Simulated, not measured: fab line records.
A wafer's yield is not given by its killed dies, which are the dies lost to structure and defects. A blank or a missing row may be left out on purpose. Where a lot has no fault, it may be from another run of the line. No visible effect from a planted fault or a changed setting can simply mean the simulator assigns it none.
Matching of chambers	flow n5-finfet	N5_FIN_SAQP_ETCH_67 on rie-diel-05 has 4 sister chambers
The step etches SiNx in CH3F/O2, target depth 30 nm. 4 wafers are shown with their chamber, then 7 later ones without.

EACH WAFER AND ITS CHAMBER
wafer	chamber	showerhead-plenum-p-Torr (Torr)
L081.6	1	2.12
L087.5	0	1.98
L090.2	3	1.96
L090.3	2	2.09

WAFERS WITH NO CHAMBER GIVEN
wafer	showerhead-plenum-p-Torr (Torr)
L090.6	1.97
L092.1	2.09
L092.4	1.97
L092.5	2.09
L097.2	1.96
L097.3	2.08
L097.5	1.97

EACH ONE'S CHAMBER
wafer	from the rows above	in truth
L090.6	can't be placed: 0 or 3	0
L092.1	2	2
L092.4	can't be placed: 0 or 3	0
L092.5	2	2
L097.2	3	3
L097.3	2	2
L097.5	can't be placed: 0 or 3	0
Placed correctly: 4 of 7. Unplaceable from these rows: 3, with the true chamber sitting among the candidates in 3. Wrongly placed: 0.
How it was worked out, from the rows above alone: a wafer's distance from a chamber is the root of the sum, over the readings, of the square of ((its reading less the chamber's mean) divided by the reading's scatter). The wafer belongs to the nearest chamber; if the next one is less than 2 further off, it can't be placed. Each chamber's mean is taken over the wafers shown for it. The scatter (one wafer shown for each chamber): square how far every hidden wafer sits from the nearest shown wafer, average those squares and take the square root.
